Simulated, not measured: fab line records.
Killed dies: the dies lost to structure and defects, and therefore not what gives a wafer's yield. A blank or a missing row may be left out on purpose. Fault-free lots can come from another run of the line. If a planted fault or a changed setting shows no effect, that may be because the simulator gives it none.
Matching of chambers + flow nandHarc + 4 sister chambers for NHARC_P_GATE_ALD_36 on aldSin-04
The step deposits SiNx, target thk 20 nm, pulse time 60 s, ald cycles 223. 4 wafers are shown with their chamber, then 8 later ones without.

== WAFERS, EACH WITH ITS CHAMBER ==
| wafer  | chamber | heaterPowerW (W) |
|--------|---------|------------------|
| L087.1 | 2       | 843              |
| L087.5 | 3       | 775              |
| L087.6 | 0       | 666              |
| L091.4 | 1       | 893              |

== WAFERS MISSING THEIR CHAMBER ==
| wafer  | heaterPowerW (W) |
|--------|------------------|
| L091.2 | 882              |
| L091.5 | 889              |
| L094.3 | 780              |
| L094.4 | 668              |
| L094.5 | 788              |
| L097.4 | 897              |
| L097.5 | 651              |
| L097.6 | 926              |

== CHAMBER TAKEN BY EACH ==
| wafer  | from the rows above     | in truth                   |
|--------|-------------------------|----------------------------|
| L091.2 | can't be placed: 1 or 2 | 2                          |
| L091.5 | 1                       | 1                          |
| L094.3 | 3                       | 3                          |
| L094.4 | 0                       | 0                          |
| L094.5 | 3                       | 3                          |
| L097.4 | 1                       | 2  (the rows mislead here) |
| L097.5 | 0                       | 0                          |
| L097.6 | 1                       | 1                          |
6 of 8 placed correctly. Cannot be placed on the basis of these rows: 1; the candidates contain the true chamber in 1. Number placed wrongly: 1.
How it was worked out, from the rows above alone: a wafer's distance from a chamber is the root of the sum, over the readings, of the square of ((its reading less the chamber's mean) divided by the reading's scatter). The wafer belongs to the nearest chamber; if the next one is less than 2 further off, it can't be placed. A chamber's mean is the mean of its shown wafers. The scatter: with one shown wafer a chamber, the root of the mean of the squares of how far each hidden wafer lies from its nearest shown one.
